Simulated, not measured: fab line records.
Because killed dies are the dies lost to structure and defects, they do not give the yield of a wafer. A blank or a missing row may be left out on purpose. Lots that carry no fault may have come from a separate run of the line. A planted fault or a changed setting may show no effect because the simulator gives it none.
fab line records -- flow n5Finfet
record lots=6, wafers=16, lastDay=18
route steps=1938 shown FIN_CUT@161 BEOL_M4@1111 PASSIVATION@1936
lots untouched by any fault: they come from a run of this same line in which no faults occurred
startH: hours from the record's first day to the start of the lot's first wafer shown -- waitH: time in hours since the lot's previous step -- " the same as in the row above -- L1.1+2: a single row standing in for several wafers -- - no value present, or no start provided -- * or withheld: withheld -- < > ~ a bound
route shown NAME@n: a module of which the file shows steps, and the number in the route of the first -- usual: mean/standard deviation of fault-free wafers -- same: alike in all rows -- chamber/n: place in a boat -- sites: the reading at each site -- _std_site: the values' standard deviation -- _edge_site: mean of outer sites minus mean of inner sites -- radiusMm: how far each site lies from the wafer's centre -- mask NAME#n: copy n -- behind: tool/chamber where the wafer was last shaped -- hold: why the lot was held/for how many hours/how that ended -- device: the transistor (n, p or np) that didn't switch -- end of line: at the end of the route, the tests of the same wafers -- a step with no rows: only its recipe -- killed: not the wafer's yield, but the dies lost to structure and defects at the first sort -- map: a wafer's dies, x killed, . not, _ none there
set.NAME: the setting that was run; set.NAME@STEP: the one run at that earlier step -- model.NAME: the simulator's own value behind a step, which no gauge read
lots seen at some steps along the route; tables by step, rows by wafer
services: the hour from which a tool's chamber was out of use, counted from the record's first day as startH (under 0 if before that day), plus the number of hours and why
## steps
# step N5_FIN_CUT_PEB_06
# recipe pebTempC=100, pebTimeS=60, resist=CAR-EUV
# step N5_FIN_CUT_DEVELOP_07
# recipe developTimeS=30, developer=TMAH, resist=CAR-EUV, rinseLiquid=surfactantRinse, dry=airSpin, devTempC=23
# step N5_FIN_CUT_CD_MEAS_08
# recipe targetCdNm=29.1, landingEnergyEv=500, detector=seInlens, polarity=opening
# usual cdNm=29.13/0.25
lot.wafer,tool,chamber,startH,waitH,cdNm
L294.2,cdSem-02,0,63.05,-,29.29
L294.4,cdSem-02,0,63.05,-,29.25
L294.5,cdSem-02,0,63.05,-,28.90
L300.2,cdSem-03,0,100.82,-,29.00
L300.3,cdSem-03,0,100.82,-,29.21
L300.6,cdSem-03,0,100.82,-,29.47
L303.3,cdSem-03,0,117.99,-,29.06
L303.4,cdSem-03,0,117.99,-,29.45
L303.5,cdSem-03,0,117.99,-,29.14
L306.2,cdSem-02,0,135.16,-,29.02
L306.6,cdSem-02,0,135.16,-,28.92
L307.3,cdSem-02,0,141.04,-,28.97
L307.6,cdSem-02,0,141.04,-,29.58
L310.2,cdSem-01,0,159.04,-,28.99
L310.3,cdSem-01,0,159.04,-,28.77
L310.4,cdSem-01,0,159.04,-,29.19
# step N5_FIN_CUT_OVL_MEAS_09
# recipe pointsPerWafer=522
# usual FIN_CUT_OVL=0.1/0.8
lot.wafer,tool,chamber,startH,waitH,FIN_CUT_OVL[nm]
L294.2,overlay-01,0,63.08,0.0,1.3
L294.4,overlay-01,0,63.08,0.0,0.4
L294.5,overlay-01,0,63.08,0.0,1.7
L300.2,overlay-01,0,100.85,0.0,0.2
L300.3,overlay-01,0,100.85,0.0,0.5
L300.6,overlay-01,0,100.85,0.0,-0.8
L303.3,overlay-01,0,118.03,0.0,-0.1
L303.4,overlay-01,0,118.03,0.0,0.9
L303.5,overlay-01,0,118.03,0.0,-0.1
L306.2,overlay-02,0,135.20,0.0,-0.9
L306.6,overlay-02,0,135.20,0.0,-1.1
L307.3,overlay-02,0,141.08,0.0,1.0
L307.6,overlay-02,0,141.08,0.0,0.1
L310.2,overlay-02,0,159.08,0.0,-0.3
L310.3,overlay-02,0,159.08,0.0,1.0
L310.4,overlay-02,0,159.08,0.0,0.0
# step N5_FIN_CUT_INSPECT_10
# recipe mode=adi, inspectInstrument=brightfield
# usual rawDefectCount=40/10
lot.wafer,tool,chamber,startH,waitH,rawDefectCount
L294.2,defectInspect-01,-,63.13,0.0,40
L294.4,defectInspect-01,-,63.13,0.0,43
L294.5,defectInspect-01,-,63.13,0.0,41
L300.2,defectInspect-02,-,100.91,0.0,75
L300.3,defectInspect-02,-,100.91,0.0,48
L300.6,defectInspect-02,-,100.91,0.0,51
L303.3,defectInspect-01,-,118.08,0.0,38
L303.4,defectInspect-01,-,118.08,0.0,35
L303.5,defectInspect-01,-,118.08,0.0,35
L306.2,defectInspect-01,-,135.25,0.0,63
L306.6,defectInspect-01,-,135.25,0.0,60
L307.3,defectInspect-02,-,141.12,0.0,38
L307.6,defectInspect-02,-,141.12,0.0,36
L310.2,defectInspect-02,-,159.14,0.1,60
L310.3,defectInspect-02,-,159.14,0.1,58
L310.4,defectInspect-02,-,159.14,0.1,34
# step N5_FIN_CUT_DESCUM_13
# recipe chemistry=O2, timeS=7, sourcePowerW=50, biasPowerW=20, pressureMtorr=20, rfFrequencyHz=2.712e+07, tempC=40, resist=CAR-EUV, o2FlowSccm=225
# usual drypumpMotorCurrentA=5.5/0.42, oesProductAu=0.79/0.088, rfVppV=243.0/1.3, showerheadPlenumPTorr=2.09/0.06, throttleValvePct=20.53/0.3
lot.wafer,tool,chamber,startH,waitH,drypumpMotorCurrentA,oesProductAu,rfHoursCounterH,rfVppV,showerheadPlenumPTorr,throttleValvePct
L294.2,rieDiel-04,1,63.17,0.0,5.4,0.74,145,243.0,2.10,20.72
L294.4,rieDiel-04,0,63.17,0.0,5.6,0.71,-,242.8,2.07,21.02
L294.5,rieDiel-04,1,63.17,0.0,5.4,0.74,-,242.6,2.10,20.72
L300.2,rieDiel-06,2,101.02,0.1,5.6,0.79,101,241.9,2.01,20.64
L300.3,rieDiel-06,0,101.02,0.1,5.0,0.71,197,243.5,2.12,21.01
L300.6,rieDiel-06,0,101.02,0.1,5.0,0.71,-,242.7,2.12,21.01
L303.3,rieDiel-05,3,118.11,0.0,5.7,0.69,204,243.3,2.14,20.36
L303.4,rieDiel-05,0,118.11,0.0,5.1,0.79,105,241.6,2.03,20.67
L303.5,rieDiel-05,3,118.11,0.0,5.7,0.68,-,245.3,2.14,20.37
L306.2,rieDiel-06,0,135.57,0.3,5.0,0.70,209,242.4,2.11,21.02
L306.6,rieDiel-06,3,135.57,0.3,4.8,0.90,-,243.2,2.02,19.86
L307.3,rieDiel-06,0,141.16,0.0,5.0,0.70,210,243.1,2.11,21.02
L307.6,rieDiel-06,2,141.16,0.0,5.6,0.79,-,243.8,2.01,20.65
L310.2,rieDiel-04,2,159.32,0.2,5.2,0.89,27,243.6,2.15,20.52
L310.3,rieDiel-04,1,159.32,0.2,5.4,0.72,179,243.1,2.09,20.78
L310.4,rieDiel-04,0,159.32,0.2,5.6,0.96,-,241.9,2.05,20.55
# step N5_FIN_CUT_ETCH_30
# recipe chemistry=N2/H2, target=underlayer, targetDepthA=130, maskMaterial=CAR-EUV, timeS=10.4, ionEnergyEv=200, pressureMtorr=30, sourceW=840, biasW=150, n2FlowSccm=200, h2FlowSccm=200, ends=cleared
# usual drypumpMotorCurrentA=5.5/0.42, etchRfOnTimeS=10.53/0.24, oesProductAu=0.67/0.072, rfVppV=523.6/2.2, showerheadPlenumPTorr=2.54/0.071, throttleValvePct=17.94/0.28
lot.wafer,tool,chamber,startH,waitH,drypumpMotorCurrentA,etchRfOnTimeS,oesProductAu,rfHoursCounterH,rfVppV,showerheadPlenumPTorr,throttleValvePct
L294.2,rieDiel-04,1,63.20,0.0,5.4,10.27,0.65,145,523.9,2.53,18.03
L294.4,rieDiel-04,0,63.20,0.0,5.6,10.80,0.60,-,524.8,2.52,18.45
L294.5,rieDiel-04,1,63.20,0.0,5.4,10.26,0.65,-,522.6,2.53,18.03
L300.2,rieDiel-06,2,101.06,0.0,5.6,10.59,0.67,101,520.6,2.46,18.10
L300.3,rieDiel-06,0,101.06,0.0,5.0,10.79,0.60,197,523.1,2.55,18.41
L300.6,rieDiel-06,0,101.06,0.0,5.0,10.73,0.60,-,522.8,2.55,18.42
L303.3,rieDiel-05,3,118.14,0.0,5.7,10.70,0.58,204,525.9,2.63,17.89
L303.4,rieDiel-05,0,118.14,0.0,5.1,10.48,0.67,105,522.6,2.47,18.13
L303.5,rieDiel-05,3,118.14,0.0,5.6,10.67,0.58,-,527.5,2.63,17.88
L306.2,rieDiel-06,0,135.61,0.0,5.1,10.94,0.58,209,523.3,2.54,18.45
L306.6,rieDiel-06,3,135.61,0.0,4.8,10.84,0.75,-,522.8,2.50,17.61
L307.3,rieDiel-06,0,141.19,0.0,5.1,10.84,0.59,210,522.6,2.54,18.46
L307.6,rieDiel-06,2,141.19,0.0,5.6,10.68,0.67,-,520.9,2.46,18.13
L310.2,rieDiel-04,2,159.35,0.0,5.2,11.00,0.74,27,525.2,2.60,17.88
L310.3,rieDiel-04,1,159.35,0.0,5.4,10.28,0.62,179,525.2,2.52,18.08
L310.4,rieDiel-04,0,159.35,0.0,5.6,10.57,0.80,-,523.1,2.50,17.95
# step N5_FIN_CUT_ETCH_20
# recipe chemistry=CF4, target=SiARC, targetDepthA=260, maskMaterial=CAR-EUV, timeS=43.3, ionEnergyEv=80, pressureMtorr=40, sourceW=545, biasW=36, Ar_flow_sccm=100, cf4FlowSccm=100, ends=cleared
# usual drypumpMotorCurrentA=5.5/0.42, etchRfOnTimeS=43.8/1.1, oesProductAu=0.67/0.073, rfVppV=183.9/1.2, showerheadPlenumPTorr=2.13/0.057, throttleValvePct=15.69/0.25
lot.wafer,tool,chamber,startH,waitH,drypumpMotorCurrentA,etchRfOnTimeS,oesProductAu,rfHoursCounterH,rfVppV,showerheadPlenumPTorr,throttleValvePct
L294.2,rieDiel-04,1,63.22,0.0,5.4,43.5,0.65,145,184.8,2.14,15.87
L294.4,rieDiel-04,0,63.22,0.0,5.6,44.3,0.60,-,183.7,2.10,16.13
L294.5,rieDiel-04,1,63.22,0.0,5.3,44.0,0.64,-,185.2,2.14,15.85
L300.2,rieDiel-06,2,101.08,0.0,5.6,44.7,0.67,101,183.7,2.09,15.91
L300.3,rieDiel-06,0,101.08,0.0,5.0,44.9,0.60,197,183.8,2.12,15.90
L300.6,rieDiel-06,0,101.08,0.0,5.0,44.4,0.60,-,183.7,2.12,15.89
L303.3,rieDiel-05,3,118.16,0.0,5.6,43.7,0.59,204,185.2,2.22,15.77
L303.4,rieDiel-05,0,118.16,0.0,5.1,44.0,0.67,105,181.7,2.07,15.73
L303.5,rieDiel-05,3,118.16,0.0,5.7,44.0,0.59,-,184.3,2.22,15.76
L306.2,rieDiel-06,0,135.63,0.0,5.1,44.5,0.60,209,183.9,2.11,15.94
L306.6,rieDiel-06,3,135.63,0.0,4.8,44.3,0.75,-,183.5,2.09,15.17
L307.3,rieDiel-06,0,141.21,0.0,5.0,45.4,0.59,211,181.8,2.11,15.92
L307.6,rieDiel-06,2,141.21,0.0,5.7,45.2,0.66,-,183.9,2.09,15.93
L310.2,rieDiel-04,2,159.37,0.0,5.2,46.4,0.74,27,184.4,2.17,15.44
L310.3,rieDiel-04,1,159.37,0.0,5.3,43.3,0.62,179,184.0,2.13,15.93
L310.4,rieDiel-04,0,159.37,0.0,5.6,43.2,0.80,-,182.7,2.09,15.62
# step N5_FIN_CUT_ETCH_21
# recipe chemistry=N2/H2, target=SOC, targetDepthA=2190, overetchA=438, maskMaterial=SiARC, tempC=40, ionEnergyEv=100, biasW=61, timeS=523.5, pressureMtorr=30, sourceW=850, n2FlowSccm=200, h2FlowSccm=200
# usual drypumpMotorCurrentA=5.5/0.42, oesProductAu=0.72/0.076, rfVppV=240.8/1.1, runLengthS=546.7/0.47, showerheadPlenumPTorr=2.54/0.071, throttleValvePct=17.90/0.28
lot.wafer,tool,chamber,startH,waitH,drypumpMotorCurrentA,oesProductAu,rfHoursCounterH,rfVppV,runLengthS,showerheadPlenumPTorr,throttleValvePct
L294.2,rieDiel-04,1,63.26,0.0,5.4,0.70,146,241.2,546.6,2.53,17.99
L294.4,rieDiel-04,0,63.26,0.0,5.6,0.66,-,240.9,546.8,2.52,18.41
L294.5,rieDiel-04,1,63.26,0.0,5.4,0.69,-,241.8,547.1,2.53,17.98
L300.2,rieDiel-06,2,101.12,0.0,5.6,0.74,101,240.1,546.7,2.46,18.05
L300.3,rieDiel-06,0,101.12,0.0,5.0,0.66,197,240.3,547.7,2.55,18.38
L300.6,rieDiel-06,0,101.12,0.0,5.0,0.66,-,240.1,547.4,2.55,18.36
L303.3,rieDiel-05,3,118.20,0.0,5.7,0.64,204,242.3,546.3,2.63,17.84
L303.4,rieDiel-05,0,118.20,0.0,5.1,0.73,105,239.4,546.9,2.47,18.08
L303.5,rieDiel-05,3,118.20,0.0,5.7,0.64,-,241.5,546.7,2.63,17.84
L306.2,rieDiel-06,0,135.66,0.0,5.0,0.65,209,240.7,547.8,2.54,18.42
L306.6,rieDiel-06,3,135.66,0.0,4.8,0.83,-,239.9,547.0,2.50,17.58
L307.3,rieDiel-06,0,141.25,0.0,5.0,0.65,211,240.0,547.6,2.54,18.41
L307.6,rieDiel-06,2,141.25,0.0,5.6,0.72,-,239.9,546.8,2.46,18.09
L310.2,rieDiel-04,2,159.41,0.0,5.2,0.83,27,241.9,546.9,2.60,17.83
L310.3,rieDiel-04,1,159.41,0.0,5.4,0.67,179,241.1,546.9,2.52,18.02
L310.4,rieDiel-04,0,159.41,0.0,5.6,0.87,-,240.5,546.4,2.50,17.91
# step N5_FIN_CUT_STRIP_23
# recipe chemistry=N2/H2, tempC=40, n2FlowSccm=200, h2FlowSccm=200, rfFrequencyHz=6e+07
# step N5_FIN_CUT_STRIP_31
# recipe chemistry=N2/H2, tempC=40, n2FlowSccm=200, h2FlowSccm=200, rfFrequencyHz=6e+07
# step N5_FIN_CUT_STRIP_24
# recipe chemistry=CF4, resist=SiARC, powerW=300, biasPowerW=75, pressureMtorr=50, cf4FlowSccm=150, rfFrequencyHz=6e+07
# step N5_FIN_CUT_CUT_ETCH_26
# recipe chemistry=CH3F/O2, target=SiNx, targetDepthA=390, maskMaterial=SOC, timeS=55.7, pressureMtorr=30, sourceW=395, biasW=73, Ar_flow_sccm=150, CH3F_flow_sccm=30, O2_flow_sccm=20, ionEnergyEv=120
# usual drypumpMotorCurrentA=5.5/0.42, oesProductAu=0.78/0.084, rfVppV=298/7.5, runLengthS=78.9/0.48, showerheadPlenumPTorr=2.00/0.06, throttleValvePct=16.46/0.24
lot.wafer,tool,chamber,startH,waitH,drypumpMotorCurrentA,oesProductAu,rfHoursCounterH,rfVppV,runLengthS,showerheadPlenumPTorr,throttleValvePct,model.etch.depthNm
L294.2,rieDiel-04,1,63.60,0.0,5.3,0.76,146,300,79.2,2.00,16.66,39.28
L294.4,rieDiel-04,0,63.60,0.0,5.6,0.70,-,296,78.7,1.96,16.87,38.43
L294.5,rieDiel-04,1,63.60,0.0,5.3,0.75,-,298,79.3,2.00,16.65,38.86
L300.2,rieDiel-06,2,101.46,0.0,5.6,0.79,101,304,79.3,1.94,16.62,38.42
L300.3,rieDiel-06,0,101.46,0.0,5.0,0.71,198,298,79.9,1.99,16.69,38
L300.6,rieDiel-06,0,101.46,0.0,5.0,0.71,-,299,79.7,1.98,16.69,37.92
L303.3,rieDiel-05,3,118.55,0.0,5.7,0.69,205,308,78.5,2.09,16.58,38.31
L303.4,rieDiel-05,0,118.55,0.0,5.1,0.79,106,304,79.7,1.93,16.46,38.85
L303.5,rieDiel-05,3,118.55,0.0,5.7,0.69,-,310,79.3,2.09,16.60,38.37
L306.2,rieDiel-06,0,136.01,0.0,4.9,0.70,210,299,79.7,1.98,16.71,37.81
L306.6,rieDiel-06,3,136.01,0.0,4.8,0.88,-,288,82.5,1.95,15.96,40.16
L307.3,rieDiel-06,0,141.59,0.0,5.1,0.70,211,297,79.5,1.98,16.71,37.43
L307.6,rieDiel-06,2,141.59,0.0,5.6,0.78,-,303,82.4,1.94,16.62,40.57
L310.2,rieDiel-04,2,159.75,0.0,5.2,0.89,27,306,79.2,2.05,16.33,38.03
L310.3,rieDiel-04,1,159.75,0.0,5.4,0.72,179,299,79.0,1.99,16.71,38.62
L310.4,rieDiel-04,0,159.75,0.0,5.6,0.94,-,297,78.8,1.95,16.35,39.2
# step N5_FIN_CUT_CUT_ETCH_27
# recipe chemistry=CHF3/O2, target=SiO2, targetDepthA=40, maskMaterial=SOC, overetchA=20, timeS=4.9, pressureMtorr=30, sourceW=650, biasW=170, Ar_flow_sccm=200, CHF3_flow_sccm=50, O2_flow_sccm=5, ionEnergyEv=200
# usual drypumpMotorCurrentA=5.5/0.42, oesProductAu=0.62/0.065, rfVppV=525/14, showerheadPlenumPTorr=2.40/0.071, throttleValvePct=18.93/0.23
lot.wafer,tool,chamber,startH,waitH,drypumpMotorCurrentA,oesProductAu,rfHoursCounterH,rfVppV,showerheadPlenumPTorr,throttleValvePct
L294.2,rieDiel-04,1,63.65,0.0,5.3,0.60,146,526,2.41,19.12
L294.4,rieDiel-04,0,63.65,0.0,5.7,0.56,-,523,2.36,19.31
L294.5,rieDiel-04,1,63.65,0.0,5.4,0.60,-,526,2.41,19.11
L300.2,rieDiel-06,2,101.51,0.0,5.6,0.63,101,536,2.35,19.11
L300.3,rieDiel-06,0,101.51,0.0,5.0,0.57,198,524,2.38,19.08
L300.6,rieDiel-06,0,101.51,0.0,5.0,0.57,-,523,2.38,19.09
L303.3,rieDiel-05,3,118.59,0.0,5.7,0.55,205,545,2.52,19.10
L303.4,rieDiel-05,0,118.59,0.0,5.2,0.63,106,533,2.33,18.98
L303.5,rieDiel-05,3,118.59,0.0,5.7,0.56,-,545,2.52,19.11
L306.2,rieDiel-06,0,136.05,0.0,5.0,0.56,210,524,2.37,19.11
L306.6,rieDiel-06,3,136.05,0.0,4.8,0.72,-,506,2.36,18.43
L307.3,rieDiel-06,0,141.64,0.0,5.0,0.56,211,524,2.37,19.11
L307.6,rieDiel-06,2,141.64,0.0,5.6,0.62,-,536,2.34,19.14
L310.2,rieDiel-04,2,159.80,0.0,5.2,0.71,27,542,2.47,18.85
L310.3,rieDiel-04,1,159.80,0.0,5.4,0.58,179,526,2.40,19.16
L310.4,rieDiel-04,0,159.80,0.0,5.6,0.74,-,522,2.35,18.84
# step N5_BEOL_M4_RC_MEAS_101
# usual DIBL_N=36.6/2.3, DIBL_P=36.3/2.8, IOFF_N=0.17/0.047, IOFF_P=0.22/0.048, ION_N=676/14, ION_P=463/9.4, SS_N=71.6/0.84, SS_P=73.4/0.85, VT_N=249/3.7, VT_P=-249/3.6
lot.wafer,tool,chamber,startH,waitH,DIBL_N[mV/V],DIBL_P[mV/V],IOFF_N[nA/um],IOFF_P[nA/um],ION_N[uA/um],ION_P[uA/um],SS_N[mV/dec],SS_P[mV/dec],VT_N[mV],VT_P[mV]
L294.2,prober-02,0,204.50,0.2,36.7,36.2,0.14,0.18,662,454,72.0,73.0,252,-253
L294.4,prober-02,0,204.50,0.2,39.9,40.5,0.21,0.25,681,459,72.5,74.6,245,-251
L294.5,prober-02,0,204.50,0.2,35.4,34.4,0.12,0.16,670,461,71.5,72.5,254,-255
L300.2,prober-01,0,238.38,0.2,38.3,38.5,0.21,0.26,681,462,70.8,73.8,244,-245
L300.3,prober-01,0,238.38,0.2,36.7,36.3,0.17,0.22,668,459,71.5,73.9,249,-249
L300.6,prober-01,0,238.38,0.2,35.4,35.0,0.14,0.19,675,464,71.0,73.4,250,-250
L303.3,prober-02,0,261.77,0.3,37.2,36.0,0.18,0.24,679,466,72.1,72.7,249,-247
L303.4,prober-02,0,261.77,0.3,36.1,36.1,0.17,0.24,691,479,71.0,74.3,248,-250
L303.5,prober-02,0,261.77,0.3,37.3,36.5,0.18,0.24,703,481,72.0,73.8,247,-249
L306.2,prober-01,0,273.75,0.2,35.6,35.7,0.15,0.19,683,470,70.3,72.3,249,-249
L306.6,prober-01,0,273.75,0.2,37.2,38.0,0.16,0.24,662,450,71.8,73.5,249,-250
L307.3,prober-01,0,287.34,0.3,34.5,35.4,0.14,0.20,678,465,71.7,72.7,250,-249
L307.6,prober-01,0,287.34,0.3,35.3,36.4,0.14,0.21,672,471,71.3,73.1,253,-249
L310.2,prober-01,0,309.97,0.2,39.6,39.5,0.21,0.24,679,456,72.4,75.8,249,-250
L310.3,prober-01,0,309.97,0.2,35.6,33.8,0.14,0.17,671,456,71.0,74.0,250,-251
L310.4,prober-01,0,309.97,0.2,39.6,40.1,0.22,0.25,686,463,71.7,74.7,244,-249
# step N5_PASSIVATION_PROBE_49
# usual defectLimitedYield=91.5/1.5, killed_at_M0_to_M3=33/9.9, killed_at_M4_up=14/5.2, killedAtContacts=11/5.2, killedAtFrontEnd=38/10, killedAtOther=4/3.5, killedDies=100/18, killedOpen=66/14, killedShort=32/6.9, sort_bin_5_function=5.0/1, sort_bin_6_memory=3.1/0.69, sortNPass=1080/18, sortYieldPct=91.5/1.5
# same grossDies=1180, killedAtBackSide=0, sort_bin_4_leakage[%]=0, sort_bin_8_speed[%]=0
lot.wafer,tool,chamber,startH,waitH,defectLimitedYield[%],killed_at_M0_to_M3,killed_at_M4_up,killedAtContacts,killedAtFrontEnd,killedAtOther,killedDies,killedOpen,killedShort,sort_bin_5_function[%],sort_bin_6_memory[%],sortNPass,sortYieldPct[%]
L300.2,prober-02,-,347.66,0.1,88.9,49,7,18,52,5,131,82,47,6.8,3.9,1049,88.9
L300.3,prober-02,-,347.71,0.1,92.8,24,13,6,40,2,85,50,35,3.7,3.2,1095,92.8
L300.6,prober-02,-,347.86,0.3,92.2,25,24,3,36,4,92,61,31,4.7,3.0,1088,92.2
L306.2,prober-01,-,387.19,0.1,95.2,17,7,4,27,2,57,33,21,3.1,1.4,1123,95.2
L306.6,prober-01,-,387.39,0.3,91.5,28,20,6,39,7,100,65,27,4.8,2.9,1080,91.5
L310.2,prober-01,-,421.66,0.1,91.5,37,9,14,39,1,100,76,24,4.5,3.6,1080,91.5
L310.3,prober-01,-,421.71,0.1,89.6,47,11,17,41,7,123,83,40,5.3,4.7,1057,89.6
L310.4,prober-01,-,421.76,0.2,90.4,37,17,15,42,2,113,79,32,5.8,3.6,1067,90.4
# killed by level:class
L300.2 MOL_CONTACT_COAG:geometricParticle:open=14 BEOL_M2:geometricParticle:open=13 DUMMY_GATE:geometricParticle:open=10 BEOL_M0_SAQP:geometricParticle:short=10 BEOL_M1:geometricParticle:open=10 FIN_SAQP:geometricParticle:short=6 BEOL_M3:geometricParticle:open=6 FIN_SAQP:geometricParticle:open=5
L300.3 FIN_SAQP:geometricParticle:short=11 FIN_SAQP:geometricParticle:open=8 BEOL_M4:geometricParticle:open=7 BEOL_M0_SAQP:geometricParticle:short=6 GATE_CUT:geometricParticle:short=5 BEOL_M0_SAQP:geometricParticle:open=5 MOL_CONTACT_COAG:geometricParticle:open=4 STI_FIN_REVEAL:geometricParticle:open=3
L300.6 GATE_CUT:geometricParticle:short=7 BEOL_M2:geometricParticle:open=7 BEOL_M4:geometricParticle:open=6 FIN_SAQP:geometricParticle:short=5 FIN_SAQP:geometricParticle:open=5 BEOL_M0:geometricParticle:open=5 STI_FIN_REVEAL:geometricParticle:open=4 DUMMY_GATE:geometricParticle:open=3
L306.2 BEOL_M2:geometricParticle:open=8 GATE_CUT:geometricParticle:short=6 FIN_SAQP:geometricParticle:short=5 FIN_SAQP:geometricParticle:open=4 DUMMY_GATE:geometricParticle:open=3 GATE_CUT:geometricParticle:open=3 MOL_CONTACT_COAG:geometricParticle:open=3 BEOL_M0_SAQP:geometricParticle:short=3
L306.6 BEOL_M2:geometricParticle:open=10 STI_FIN_REVEAL:geometricParticle:open=9 BEOL_M0_SAQP:geometricParticle:short=6 BEOL_M1:geometricParticle:open=5 MIM_TOP_ETCH:geometricParticle:open=4 DUMMY_GATE:geometricParticle:open=4 GATE_CUT:geometricParticle:short=4 MOL_CONTACT_COAG:geometricParticle:open=4
L310.2 STI_FIN_REVEAL:geometricParticle:open=12 BEOL_M3:geometricParticle:open=12 MOL_CONTACT_COAG:geometricParticle:open=10 DUMMY_GATE:geometricParticle:open=9 BEOL_M0_SAQP:geometricParticle:open=8 BEOL_M2:geometricParticle:open=8 GATE_CUT:geometricParticle:short=4 MOL_CONTACT_COAG:geometricParticle:short=4
L310.3 BEOL_M3:geometricParticle:open=15 MOL_CONTACT_COAG:geometricParticle:open=15 FIN_SAQP:geometricParticle:open=14 BEOL_M0_SAQP:geometricParticle:open=10 BEOL_M3:geometricParticle:short=7 FIN_SAQP:geometricParticle:short=6 BEOL_M0_SAQP:geometricParticle:short=6 STARTING-WAFER:geometricParticle:short=5
L310.4 MOL_CONTACT_COAG:geometricParticle:open=13 STI_FIN_REVEAL:geometricParticle:open=11 BEOL_M3:geometricParticle:open=11 FIN_SAQP:geometricParticle:open=7 FIN_SAQP:geometricParticle:short=6 BEOL_M0_SAQP:geometricParticle:short=6 BEOL_M2:geometricParticle:open=6 BEOL_M3:geometricParticle:short=5
## services
tool,chamber,startH,hours,kind
rieDiel-04,1,71.14,16.1,repair
rieDiel-06,1,91.85,-,clean
rieDiel-06,1,91.85,-,consumableReplace:focusRing
rieDiel-06,1,91.85,-,consumableReplace:showerhead
rieDiel-06,1,91.85,11.0,scheduledDown
rieDiel-06,1,91.85,11.0,ventCycle
rieDiel-06,0,92.46,3.0,repair
rieDiel-04,0,121.04,-,clean
rieDiel-04,0,121.04,-,consumableReplace:focusRing
rieDiel-04,0,121.04,17.3,scheduledDown
rieDiel-04,0,121.04,17.3,ventCycle
rieDiel-06,3,129.28,3.8,repair
rieDiel-04,2,140.35,6.3,repair
rieDiel-04,3,142.94,15.3,repair
rieDiel-06,3,153.13,9.8,repair
rieDiel-06,2,156.30,7.3,repair
rieDiel-04,3,158.35,-,clean
rieDiel-04,3,158.35,-,consumableReplace:focusRing
rieDiel-04,3,158.35,17.2,scheduledDown
rieDiel-04,3,158.35,17.2,ventCycle
rieDiel-05,3,159.35,16.8,repair
## key
firstSign step=N5_FIN_CUT_CUT_ETCH_26, reading=runLengthS, direction=up, sigmas=7.5, usual=*, struck=*
effect none on later readings
modelEffect step=N5_FIN_CUT_CUT_ETCH_26, value=etch.depthNm, without=38.05, struck=40.37
metAt N5_FIN_CUT_CUT_ETCH_26
struckWafers L306.6,L307.6
onsetBetween 101.46 136.01
fault kind=processParameterDrift, tool=rieDiel-06, chamber=-, onsetH=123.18, steps=N5_FIN_CUT_CUT_ETCH_26, channel=timeS, offset=*, shape=step, endH=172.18, scope=struckWafersOnly, actsIn=*, stated=*
